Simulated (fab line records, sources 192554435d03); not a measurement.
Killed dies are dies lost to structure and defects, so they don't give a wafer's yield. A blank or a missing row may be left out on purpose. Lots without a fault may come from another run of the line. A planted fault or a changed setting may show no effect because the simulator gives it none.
Chamber matching | flow n5_finfet | N5_BEOL_M0_SAQP_ETCH_88 on rie_diel-02: 4 sister chambers
The step etches underlayer in N2/H2, target depth 6.5 nm, time 5.2 s. 18 wafers are shown with their chamber, then 9 later ones without.

WAFERS WITH THEIR CHAMBER
wafer  | chamber | showerhead_plenum_p_Torr (Torr) | drypump_motor_current_A (A) | throttle_valve_pct (%)
L076.1 | 0       | 2.52                            | 5.1                         | 17.66
L076.2 | 1       | 2.43                            | 6.0                         | 17.47
L076.4 | 3       | 2.67                            | 5.4                         | 18.04
L080.1 | 0       | 2.52                            | 5.1                         | 17.66
L080.2 | 3       | 2.67                            | 5.5                         | 18.04
L080.4 | 1       | 2.43                            | 6.0                         | 17.47
L084.2 | 2       | 2.51                            | 5.9                         | 17.92
L084.4 | 0       | 2.52                            | 5.0                         | 17.67
L084.5 | 1       | 2.42                            | 6.0                         | 17.48
L088.1 | 1       | 2.42                            | 6.0                         | 17.49
L088.3 | 3       | 2.66                            | 5.5                         | 18.07
L088.6 | 0       | 2.51                            | 5.0                         | 17.71
L089.3 | 1       | 2.42                            | 6.0                         | 17.50
L089.4 | 2       | 2.51                            | 5.9                         | 17.95
L089.6 | 1       | 2.42                            | 6.0                         | 17.46
L090.4 | 1       | 2.42                            | 6.0                         | 17.52
L090.5 | 2       | 2.50                            | 5.9                         | 17.95
L090.6 | 1       | 2.42                            | 6.0                         | 17.48

SIGNATURES (means of the wafers above)
reading                  | chamber 0 | chamber 1 | chamber 2 | chamber 3 | scatter within a chamber
showerhead_plenum_p_Torr | 2.5175    | 2.4225    | 2.5067    | 2.6667    | 0.00506
drypump_motor_current_A  | 5.050     | 6.000     | 5.900     | 5.467     | 0.0345
throttle_valve_pct       | 17.6750   | 17.4838   | 17.9400   | 18.0500   | 0.0198
Rule: a wafer's distance from a chamber is the root of the sum, over the readings, of the square of ((its reading less the chamber's mean) divided by the reading's scatter). The wafer belongs to the nearest chamber; if the next one is less than 2 further off, it can't be placed. The scatter: the root of (the sum of the squares of (reading less its chamber's mean) over the shown wafers, divided by (wafers less chambers)).

WAFERS WITHOUT THEIR CHAMBER
wafer  | showerhead_plenum_p_Torr (Torr) | drypump_motor_current_A (A) | throttle_valve_pct (%)
L091.2 | 2.51                            | 5.9                         | 17.96
L091.3 | 2.66                            | 5.5                         | 18.09
L091.5 | 2.66                            | 5.5                         | 18.08
L092.2 | 2.42                            | 6.0                         | 17.52
L092.4 | 2.66                            | 5.5                         | 18.08
L092.5 | 2.66                            | 5.4                         | 18.06
L097.2 | 2.50                            | 5.9                         | 17.96
L097.3 | 2.41                            | 6.0                         | 17.50
L097.4 | 2.65                            | 5.5                         | 18.12

WHICH CHAMBER EACH WENT THROUGH
wafer  | from the rows above | in truth
L091.2 | 2                   | 2
L091.3 | 3                   | 3
L091.5 | 3                   | 3
L092.2 | 1                   | 1
L092.4 | 3                   | 3
L092.5 | 3                   | 3
L097.2 | 2                   | 2
L097.3 | 1                   | 1
L097.4 | 3                   | 3
Placed correctly: 9 of 9. Can't be placed from these rows: 0. Placed wrongly: 0.
